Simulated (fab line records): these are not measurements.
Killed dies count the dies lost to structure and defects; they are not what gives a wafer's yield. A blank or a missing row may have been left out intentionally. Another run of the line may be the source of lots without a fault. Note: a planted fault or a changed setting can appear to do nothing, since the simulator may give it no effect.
fab line records	flow nand-harc	part 1 of 2: steps 1 to 21 of 27
[record] lots = 5	wafers = 15	last-day = 32
route steps=1302 shown A_STAIRCASE@807
lots that met no fault: taken from a fault-free run of the same line
start-h: hours from the record's opening day to when the first of the lot's shown wafers began	wait-h: time in hours since the lot's previous step	" as in the row above	L1.1+2: a row that stands for several wafers	- value missing, or start not given	* or withheld: withheld	< > ~ a bound
route shown NAME@n: a module of which the file shows steps, and the number in the route of the first	usual: average and standard deviation across the fault-free wafers	same: alike in all rows	chamber/n: place in a boat	sites: each site's reading	_std_site: their standard deviation	_edge_site: the outer-site mean with the inner-site mean subtracted	radius-mm: how far each site lies from the wafer's centre	mask NAME#n: copy n	behind: the tool/chamber that last shaped the wafer	hold: cause of the lot's hold/its duration in hours/its outcome	device: names the non-switching transistor (n, p or np)	end of line: the route-end tests of the same wafers	step lacking rows: just its recipe	killed: count of dies lost to structure and defects at first sort (not the wafer's yield)	map: the dies of a wafer, with x for killed, . for not killed, _ for no die there
set.NAME: the run value of the setting; set.NAME@STEP: its run value at that earlier step	model.NAME: the simulator's own value behind a step, which no gauge read
lots seen at some steps along the route; tables by step, rows by wafer
services: a tool's chamber out of use, with start hour (start-h, from the record's first day; less than 0 if before it), hours out, and reason
[[steps]]
[step NHARC_A_STAIRCASE_DESCUM_291]
[recipe] time-s = 3	o2-flow-sccm = 200	ar-flow-sccm = 0	bias-power-w = 0	chemistry = O2
[usual] drypump-motor-current-A = 5.7/0.33	oes-product-au = 1.001/0.01	rf-vpp-V = 57.7/0.84	showerhead-plenum-p-Torr = 1.89/0.08	throttle-valve-pct = 11.312/0.0092
lot.wafer	tool	chamber	start-h	wait-h	drypump-motor-current-A	oes-product-au	rf-hours-counter-h	rf-vpp-V	showerhead-plenum-p-Torr	throttle-valve-pct
L077.2	rie-diel-12	0	413.80	-	5.6	1.000	46	58.1	1.94	11.317
L077.3	"	1	"	"	5.5	0.999	50	56.8	1.82	11.314
L077.4	"	2	"	"	6.0	0.990	52	58.9	2.06	11.312
L083.1	rie-diel-12	3	476.07	-	5.1	1.019	9	58.7	1.92	11.308
L083.4	"	0	"	"	5.5	1.016	7	59.2	1.93	11.318
L083.2	"	1	"	"	5.6	0.990	10	57.2	1.81	11.317
L088.3	rie-diel-12	0	514.64	-	5.6	0.994	24	57.3	1.92	11.315
L088.6	"	0	"	"	5.6	1.001	-	58.6	1.92	11.327
L088.5	"	1	"	"	5.5	1.003	-	56.9	1.80	11.340
L095.3	rie-diel-12	1	586.19	-	5.5	0.985	49	57.0	1.80	11.304
L095.1	"	3	"	"	5.1	1.001	49	57.8	1.91	11.316
L095.6	"	1	"	"	5.5	1.002	-	57.3	1.80	11.315
L096.3	rie-diel-02	0	587.89	-	6.1	1.004	1	57.8	1.89	11.291
L096.2	"	1	"	"	6.0	1.014	1	57.9	1.92	11.315
L096.6	"	1	"	"	6.0	1.008	-	57.7	1.92	11.306
[step NHARC_A_STAIRCASE_ETCH_292]
[recipe] cf4-flow-sccm = 100	chf3-flow-sccm = 30	ar-flow-sccm = 0	rf-w = 500	bias-w = 200	chemistry = CF4/CHF3
[usual] drypump-motor-current-A = 5.7/0.35	oes-product-au = 0.939/0.023	rf-vpp-V = 370.1/2.2	showerhead-plenum-p-Torr = 1.56/0.063	throttle-valve-pct = 16.801/0.0092
lot.wafer	tool	chamber	start-h	wait-h	drypump-motor-current-A	oes-product-au	rf-hours-counter-h	rf-vpp-V	showerhead-plenum-p-Torr	throttle-valve-pct
L077.4	rie-diel-12	2	413.89	0.1	6.0	0.965	52	374.0	1.69	16.804
L077.2	"	3	"	"	5.1	0.972	47	369.0	1.58	16.798
L077.3	"	0	"	"	5.5	0.968	46	372.2	1.59	16.806
L083.2	rie-diel-12	2	476.15	0.1	6.0	0.922	11	374.9	1.68	16.779
L083.4	"	3	"	"	5.1	0.933	9	370.0	1.58	16.805
L083.1	"	1	"	"	5.5	0.922	10	368.6	1.49	16.790
L088.3	rie-diel-12	0	514.73	0.1	5.6	0.930	24	372.2	1.58	16.796
L088.6	"	3	"	"	5.0	0.941	-	370.6	1.57	16.808
L088.5	"	0	"	"	5.6	0.936	-	371.7	1.58	16.809
L095.1	rie-diel-12	2	586.29	0.1	6.0	0.911	51	376.1	1.67	16.790
L095.3	"	3	"	"	5.1	0.933	49	370.2	1.57	16.802
L095.6	"	1	"	"	5.5	0.928	-	368.3	1.48	16.796
L096.3	rie-diel-02	3	587.98	0.1	5.2	1.001	1	366.6	1.47	16.800
L096.2	"	1	"	"	6.0	0.966	1	372.6	1.58	16.810
L096.6	"	0	"	"	6.1	0.958	-	370.4	1.55	16.794
[step NHARC_A_STAIRCASE_HM_OPEN_460]
[recipe] o2-flow-sccm = 400	cos-flow-sccm = 20	ar-flow-sccm = 0	rf-w = 500	bias-w = 300	chemistry = O2/COS
[usual] drypump-motor-current-A = 5.7/0.34	oes-product-au = 1.001/0.01	rf-vpp-V = 466.4/2.7	showerhead-plenum-p-Torr = 3.08/0.13	throttle-valve-pct = 28.328/0.0091
lot.wafer	tool	chamber	start-h	wait-h	drypump-motor-current-A	oes-product-au	rf-hours-counter-h	rf-vpp-V	showerhead-plenum-p-Torr	throttle-valve-pct
L077.3	rie-diel-12	1	-	-	5.5	0.990	50	463.1	2.97	28.327
L077.4	"	2	"	"	6.0	0.990	52	472.4	3.35	28.330
L077.2	"	3	"	"	5.1	1.009	47	466.5	3.14	28.336
L083.1	rie-diel-12	1	-	-	5.6	0.998	10	464.5	2.96	28.324
L083.4	"	3	"	"	5.1	1.019	9	467.6	3.13	28.317
L083.2	"	0	"	"	5.6	1.015	7	467.9	3.15	28.335
L088.3	rie-diel-12	3	-	-	5.1	1.012	24	467.8	3.13	28.316
L088.5	"	3	"	"	5.1	1.005	-	466.8	3.12	28.309
L088.6	"	0	"	"	5.6	0.996	-	466.3	3.14	28.347
L095.1	rie-diel-12	1	-	-	5.5	0.999	49	464.1	2.94	28.334
L095.3	"	2	"	"	6.0	0.985	51	471.5	3.31	28.339
L095.6	"	1	"	"	5.6	0.986	-	464.5	2.94	28.312
L096.3	rie-diel-02	1	-	-	6.0	1.020	1	467.9	3.13	28.326
L096.2	"	2	"	"	5.7	0.994	1	463.7	2.92	28.341
L096.6	"	0	"	"	6.1	0.999	-	466.0	3.08	28.321
[step NHARC_A_STAIRCASE_STRIP_461]
[recipe] o2-flow-sccm = 400	cos-flow-sccm = 20	ar-flow-sccm = 0	bias-w = 0	chemistry = O2/COS
lot.wafer	tool	chamber	start-h	wait-h
L077.3+2+4	rie-diel-12	2,3,1	-	-
L083.1+4+2	rie-diel-12	3,1,2	-	-
L088.3+6+5	rie-diel-12	1,3,0	-	-
L095.3+1+6	rie-diel-12	1,2,2	-	-
L096.2+3+6	rie-diel-02	2,3,0	-	-
[step NHARC_A_STAIRCASE_ETCH_452]
[recipe] target-depth-a = 300	overetch-a = 30	time-s = 16.5	ion-energy-ev = 100	cf4-flow-sccm = 80	o2-flow-sccm = 20	ar-flow-sccm = 0	rf-w = 300	bias-w = 100	chemistry = CF4/O2
[usual] drypump-motor-current-A = 5.7/0.35	oes_ar_750_au = 1.000/0.0045	oes-product-au = 1.003/0.011	rf-vpp-V = 197.6/1.4	showerhead-plenum-p-Torr = 1.32/0.053	throttle-valve-pct = 13.397/0.0084
lot.wafer	tool	chamber	start-h	wait-h	drypump-motor-current-A	oes_ar_750_au	oes-product-au	rf-hours-counter-h	rf-vpp-V	showerhead-plenum-p-Torr	throttle-valve-pct
L077.3	rie-diel-12	0	-	-	5.6	1.001	1.008	46	197.4	1.35	13.389
L077.2	"	1	"	"	5.6	0.997	1.005	50	197.1	1.27	13.405
L077.4	"	3	"	"	5.1	1.001	1.024	47	198.9	1.34	13.398
L083.2	rie-diel-12	3	-	-	5.1	1.002	1.018	9	199.4	1.34	13.392
L083.1	"	0	"	"	5.6	1.003	1.016	7	198.8	1.35	13.392
L083.4	"	2	"	"	6.0	0.998	0.993	11	199.5	1.43	13.400
L088.3	rie-diel-12	1	-	-	5.6	0.995	0.996	23	195.3	1.26	13.389
L088.6	"	2	"	"	6.0	1.000	0.982	-	198.5	1.43	13.408
L088.5	"	3	"	"	5.1	0.996	1.001	-	198.1	1.34	13.396
L095.1	rie-diel-12	2	-	-	6.0	1.001	0.991	51	199.6	1.42	13.397
L095.3	"	3	"	"	5.1	1.004	1.011	49	197.9	1.33	13.400
L095.6	"	1	"	"	5.5	1.013	1.003	-	196.2	1.26	13.400
L096.2	rie-diel-02	0	-	-	6.1	0.994	0.993	2	196.4	1.32	13.379
L096.3	"	2	"	"	5.7	1.003	1.001	1	196.6	1.25	13.396
L096.6	"	0	"	"	6.1	1.001	1.002	-	198.3	1.32	13.399
[step NHARC_A_STAIRCASE_ETCH_294]
[recipe] target-depth-a = 49890	time-s = 1211.6	ion-energy-ev = 800	c4f8-flow-sccm = 80	o2-flow-sccm = 60	ar-flow-sccm = withheld	rf-w = 600	bias-w = 3000	chemistry = C4F8/O2/Ar
[usual] oes-product-au = 0.933/0.012	rf-vpp-V = 1824/10
lot.wafer	tool	chamber	start-h	wait-h	oes-product-au	rf-hours-counter-h	rf-vpp-V
L077.4	rie-diel-12	0	-	-	0.944	46	1829
L077.2	"	1	"	"	0.933	50	1815
L077.3	"	2	"	"	0.916	52	1847
L083.1	rie-diel-12	0	-	-	0.934	8	1829
L083.4	"	1	"	"	0.915	10	1813
L083.2	"	2	"	"	0.905	11	1843
L088.3	rie-diel-12	0	-	-	0.939	24	1827
L088.6	"	2	"	"	0.919	-	1842
L088.5	"	3	"	"	0.932	-	1827
L095.3	rie-diel-12	0	-	-	0.935	49	1828
L095.1	"	1	"	"	0.932	49	1812
L095.6	"	3	"	"	0.942	-	1828
L096.3	rie-diel-02	2	-	-	0.945	1	1810
L096.2	"	3	"	"	0.964	1	1810
L096.6	"	0	"	"	0.925	-	1823
[step NHARC_A_STAIRCASE_STRIP_295]
[recipe] o2-flow-sccm = 500	ar-flow-sccm = 0	bias-w = 0	chemistry = O2
[usual] drypump-motor-current-A = 5.7/0.35	oes-product-au = 1.003/0.012	rf-vpp-V = 57.8/0.8	showerhead-plenum-p-Torr = 3.49/0.14	throttle-valve-pct = 17.036/0.0087
lot.wafer	tool	chamber	start-h	wait-h	drypump-motor-current-A	oes-product-au	rf-hours-counter-h	rf-vpp-V	showerhead-plenum-p-Torr	throttle-valve-pct
L077.2	rie-diel-12	1	-	-	5.5	1.000	50	56.1	3.36	17.050
L077.3	"	2	"	"	6.0	0.994	52	58.6	3.78	17.037
L077.4	"	3	"	"	5.1	1.014	48	57.7	3.55	17.045
L083.2	rie-diel-12	3	-	-	5.1	1.003	10	58.2	3.54	17.030
L083.4	"	0	"	"	5.6	1.010	9	58.7	3.56	17.031
L083.1	"	1	"	"	5.6	0.995	12	57.5	3.35	17.041
L088.3	rie-diel-12	2	-	-	6.0	0.984	26	57.6	3.76	17.027
L088.6	"	0	"	"	5.6	1.008	-	57.2	3.55	17.031
L088.5	"	1	"	"	5.5	0.994	-	59.1	3.34	17.031
L095.3	rie-diel-12	2	-	-	6.0	0.974	52	58.0	3.74	17.034
L095.1	"	0	"	"	5.6	1.001	49	57.9	3.53	17.029
L095.6	"	3	"	"	5.1	0.997	-	57.6	3.52	17.040
L096.2	rie-diel-02	2	-	-	5.7	0.988	1	58.4	3.31	17.042
L096.3	"	0	"	"	6.1	1.004	2	58.1	3.48	17.043
L096.6	"	3	"	"	5.3	1.021	-	56.4	3.30	17.038
[step NHARC_A_STAIRCASE_STRIP_296]
[recipe] time-s = 900	temp-c = 130	chemistry = SPM
[usual] bath-heat-duty-pct = 15.2/1.6
lot.wafer	tool	chamber	start-h	wait-h	bath-heat-duty-pct
L077.3	wet-bench-06	1	415.54	-	13.9
L077.4	"	2	"	"	14.0
L077.2	"	3	"	"	16.1
L083.2	wet-bench-06	6	478.58	-	16.3
L083.4	"	7	"	"	16.7
L083.1	"	1	"	"	13.3
L088.6	wet-bench-04	0	516.43	-	16.6
L088.3	"	1	"	"	13.0
L088.5	"	2	"	"	17.9
L095.3	wet-bench-04	5	587.91	-	15.0
L095.1	"	6	"	"	12.5
L095.6	"	7	"	"	15.2
L096.3	wet-bench-03	0	589.62	-	15.8
L096.6	"	2	"	"	13.3
L096.2	"	3	"	"	13.2
[step NHARC_A_STAIRCASE_PRECLEAN_297]
[recipe] time-s = *	temp-c = 50	bath-age-min = 0	chemistry = SC1
[usual] bath-heat-duty-pct = 7.3/0.88	h2o2-flow-mL-min = 56.63/0.18
[same] bath-age-min = 0
lot.wafer	tool	chamber	start-h	wait-h	bath-heat-duty-pct	h2o2-flow-mL-min
L077.3	wet-bench-06	1	-	-	6.4	56.32
L077.4	"	2	"	"	6.6	56.48
L077.2	"	3	"	"	8.0	56.75
L083.2	wet-bench-06	6	-	-	7.2	56.56
L083.4	"	7	"	"	8.2	56.82
L083.1	"	1	"	"	6.2	56.73
L088.6	wet-bench-04	0	-	-	8.6	56.65
L088.3	"	1	"	"	6.4	56.56
L088.5	"	2	"	"	7.5	56.54
L095.3	wet-bench-04	5	-	-	8.9	56.92
L095.1	"	6	"	"	6.0	56.63
L095.6	"	7	"	"	7.2	56.56
L096.3	wet-bench-03	0	-	-	7.3	56.71
L096.6	"	2	"	"	6.6	56.25
L096.2	"	3	"	"	6.0	56.69
[step NHARC_A_STAIRCASE_SRD_298]
lot.wafer	tool	chamber	start-h	wait-h
L077.3+4+2	wet-bench-06	1,2,3	-	-
L083.2+4+1	wet-bench-06	6,7,1	-	-
L088.6+3+5	wet-bench-04	0,1,2	-	-
L095.3+1+6	wet-bench-04	5,6,7	-	-
L096.3+6+2	wet-bench-03	0,2,3	-	-
[step NHARC_A_STAIRCASE_HM_DEP_462]
[recipe] target-thk-a = 8000	temp-c = 400	material = aC
[usual] throttle-valve-pct = 35.000/0.0088
lot.wafer	tool	chamber	start-h	wait-h	throttle-valve-pct
L077.2	acl-dep-01	0	416.36	0.4	35.004
L077.3	"	0	"	"	35.001
L077.4	"	0	"	"	34.990
L083.1	acl-dep-02	0	479.10	0.1	34.991
L083.2	"	0	"	"	35.007
L083.4	"	0	"	"	35.005
L088.3	acl-dep-01	0	517.57	0.7	35.007
L088.5	"	0	"	"	34.997
L088.6	"	0	"	"	35.003
L095.1	acl-dep-03	0	588.44	0.1	35.003
L095.3	"	0	"	"	35.003
L095.6	"	0	"	"	34.996
L096.2	acl-dep-03	0	590.59	0.5	34.990
L096.3	"	0	"	"	34.997
L096.6	"	0	"	"	35.002
[step NHARC_A_STAIRCASE_DEP_301]
[recipe] target-thk-a = 300	target-thk-nm = 30	temp-c = 400	pressure-torr = 3.5	flow-sccm = 200	rf-w = 350	material = SiON
[usual] chamber-pressure-Torr = 3.499/0.0074	heater-power-outer-w = 424/78	heater-power-w = 726/100
lot.wafer	tool	chamber	start-h	wait-h	chamber-pressure-Torr	heater-power-outer-w	heater-power-w
L077.3	pecvd-03	2	417.92	0.9	3.506	349	600
L077.2	"	1	"	"	3.496	488	839
L077.4	"	1	"	"	3.495	485	835
L083.1	pecvd-04	1	480.98	1.6	3.511	355	617
L083.2	"	2	"	"	3.499	308	587
L083.4	"	0	"	"	3.485	417	734
L088.3	pecvd-03	2	518.82	0.9	3.492	360	618
L088.5	"	2	"	"	3.506	368	628
L088.6	"	1	"	"	3.511	478	817
L095.3	pecvd-03	1	590.32	1.0	3.500	391	723
L095.1	"	2	"	"	3.509	316	562
L095.6	"	0	"	"	3.514	396	680
L096.2	pecvd-03	1	592.14	1.2	3.495	471	821
L096.3	"	0	"	"	3.493	479	820
L096.6	"	0	"	"	3.513	504	803
[step NHARC_A_STAIRCASE_DEHYDRATE_302]
[recipe] temp-c = 150	time-s = 120
[usual] chill-plate-temp-C = 23.00/0.11
lot.wafer	tool	chamber	start-h	wait-h	chill-plate-temp-C
L077.2	litho-track-07	0	418.19	0.2	23.14
L077.3	"	0	"	"	23.16
L077.4	"	0	"	"	23.04
L083.1	litho-track-02	0	481.23	0.2	23.21
L083.2	"	0	"	"	23.22
L083.4	"	0	"	"	23.11
L088.3	litho-track-07	0	519.09	0.2	22.94
L088.5	"	0	"	"	23.13
L088.6	"	0	"	"	22.99
L095.1	litho-track-02	0	590.59	0.2	23.03
L095.3	"	0	"	"	23.06
L095.6	"	0	"	"	22.91
L096.2	litho-track-03	0	592.41	0.2	23.10
L096.3	"	0	"	"	23.06
L096.6	"	0	"	"	22.99
[step NHARC_A_STAIRCASE_HMDS_303]
[recipe] time-s = 30
[usual] chill-plate-temp-C = 23.00/0.1
lot.wafer	tool	chamber	start-h	wait-h	chill-plate-temp-C
L077.2	litho-track-07	0	-	-	23.10
L077.3	"	0	"	"	23.14
L077.4	"	0	"	"	23.13
L083.1	litho-track-02	0	-	-	22.96
L083.2	"	0	"	"	23.02
L083.4	"	0	"	"	23.06
L088.3	litho-track-07	0	-	-	22.84
L088.5	"	0	"	"	23.00
L088.6	"	0	"	"	22.96
L095.1	litho-track-02	0	-	-	23.06
L095.3	"	0	"	"	23.06
L095.6	"	0	"	"	23.08
L096.2	litho-track-03	0	-	-	23.04
L096.3	"	0	"	"	22.92
L096.6	"	0	"	"	23.06
[step NHARC_A_STAIRCASE_COAT_304]
[recipe] spin-rpm = 1200
[usual] chill-plate-temp-C = 23.00/0.088	spin-speed-rpm = 1200.0/0.8
lot.wafer	tool	chamber	start-h	wait-h	chill-plate-temp-C	spin-speed-rpm
L077.2	litho-track-07	0	-	-	22.90	1200.2
L077.3	"	0	"	"	22.87	1199.7
L077.4	"	0	"	"	22.92	1200.5
L083.1	litho-track-02	0	-	-	22.95	1199.6
L083.2	"	0	"	"	23.03	1199.5
L083.4	"	0	"	"	23.00	1201.0
L088.3	litho-track-07	0	-	-	23.03	1200.9
L088.5	"	0	"	"	22.93	1199.3
L088.6	"	0	"	"	22.89	1200.8
L095.1	litho-track-02	0	-	-	23.20	1199.9
L095.3	"	0	"	"	22.97	1198.1
L095.6	"	0	"	"	23.05	1199.9
L096.2	litho-track-03	0	-	-	23.17	1201.0
L096.3	"	0	"	"	23.00	1201.1
L096.6	"	0	"	"	23.03	1200.6
[step NHARC_A_STAIRCASE_SOFTBAKE_305]
[recipe] temp-c = 135	time-s = 170
[usual] chill-plate-temp-C = 22.99/0.11
lot.wafer	tool	chamber	start-h	wait-h	chill-plate-temp-C
L077.2	litho-track-07	0	-	-	22.84
L077.3	"	0	"	"	22.84
L077.4	"	0	"	"	22.89
L083.1	litho-track-02	0	-	-	23.11
L083.2	"	0	"	"	22.84
L083.4	"	0	"	"	22.98
L088.3	litho-track-07	0	-	-	23.17
L088.5	"	0	"	"	23.06
L088.6	"	0	"	"	23.03
L095.1	litho-track-02	0	-	-	23.05
L095.3	"	0	"	"	22.96
L095.6	"	0	"	"	22.97
L096.2	litho-track-03	0	-	-	22.92
L096.3	"	0	"	"	22.97
L096.6	"	0	"	"	22.92
[step NHARC_A_STAIRCASE_EBR_306]
[usual] chill-plate-temp-C = 22.97/0.11
lot.wafer	tool	chamber	start-h	wait-h	chill-plate-temp-C
L077.2	litho-track-07	0	-	-	22.93
L077.3	"	0	"	"	22.94
L077.4	"	0	"	"	22.89
L083.1	litho-track-02	0	-	-	22.95
L083.2	"	0	"	"	23.10
L083.4	"	0	"	"	22.98
L088.3	litho-track-07	0	-	-	23.06
L088.5	"	0	"	"	22.99
L088.6	"	0	"	"	23.07
L095.1	litho-track-02	0	-	-	22.82
L095.3	"	0	"	"	22.95
L095.6	"	0	"	"	22.91
L096.2	litho-track-03	0	-	-	22.97
L096.3	"	0	"	"	22.80
L096.6	"	0	"	"	22.98
[step NHARC_A_STAIRCASE_EXPOSE_307]
[recipe] na = 0.5	dose-mj = 45.72	mask-id = CHOP_50
[same] na = 0.5
lot.wafer	tool	chamber	start-h	wait-h	mask
L077.2+3+4	krf-scanner-02	0	418.53	-	CHOP_50#0
L083.1+2+4	krf-scanner-02	0	481.56	-	CHOP_50#0
L088.3+5+6	krf-scanner-01	0	519.44	-	CHOP_50#0
L095.1+3+6	krf-scanner-01	0	590.80	-	CHOP_50#0
L096.2+3+6	krf-scanner-02	0	592.74	-	CHOP_50#0
[step NHARC_A_STAIRCASE_PEB_308]
[recipe] peb-temp-c = 115	peb-time-s = 130
[usual] chill-plate-temp-C = 22.99/0.099
lot.wafer	tool	chamber	start-h	wait-h	chill-plate-temp-C
L077.2	litho-track-07	0	418.59	0.1	22.97
L077.3	"	0	"	"	23.13
L077.4	"	0	"	"	22.92
L083.1	litho-track-03	0	481.63	0.1	22.93
L083.2	"	0	"	"	22.84
L083.4	"	0	"	"	22.92
L088.3	litho-track-03	0	519.49	0.0	23.12
L088.5	"	0	"	"	23.03
L088.6	"	0	"	"	22.98
L095.1	litho-track-03	0	590.86	0.1	22.90
L095.3	"	0	"	"	23.03
L095.6	"	0	"	"	23.07
L096.2	litho-track-02	0	592.81	0.1	22.85
L096.3	"	0	"	"	22.97
L096.6	"	0	"	"	22.84
[step NHARC_A_STAIRCASE_DEVELOP_309]
[recipe] time-s = 140
[usual] chill-plate-temp-C = 23.01/0.1
lot.wafer	tool	chamber	start-h	wait-h	chill-plate-temp-C
L077.2	litho-track-07	0	-	-	22.94
L077.3	"	0	"	"	22.93
L077.4	"	0	"	"	23.05
L083.1	litho-track-03	0	-	-	23.10
L083.2	"	0	"	"	22.94
L083.4	"	0	"	"	22.99
L088.3	litho-track-03	0	-	-	23.20
L088.5	"	0	"	"	23.18
L088.6	"	0	"	"	23.06
L095.1	litho-track-03	0	-	-	23.16
L095.3	"	0	"	"	22.87
L095.6	"	0	"	"	23.05
L096.2	litho-track-02	0	-	-	22.93
L096.3	"	0	"	"	22.95
L096.6	"	0	"	"	23.13
[step NHARC_A_STAIRCASE_HARDBAKE_311]
[recipe] temp-c = 120	time-s = 140
[usual] chill-plate-temp-C = 23.03/0.095
lot.wafer	tool	chamber	start-h	wait-h	chill-plate-temp-C
L077.2	litho-track-03	0	418.81	-	22.93
L077.3	"	0	"	"	22.96
L077.4	"	0	"	"	22.97
L083.1	litho-track-03	0	481.84	-	23.00
L083.2	"	0	"	"	23.05
L083.4	"	0	"	"	23.03
L088.3	litho-track-07	0	519.72	-	23.08
L088.5	"	0	"	"	23.06
L088.6	"	0	"	"	23.02
L095.1	litho-track-07	0	591.08	-	23.16
L095.3	"	0	"	"	23.15
L095.6	"	0	"	"	23.16
L096.2	litho-track-03	0	593.03	-	23.15
L096.3	"	0	"	"	23.00
L096.6	"	0	"	"	23.06
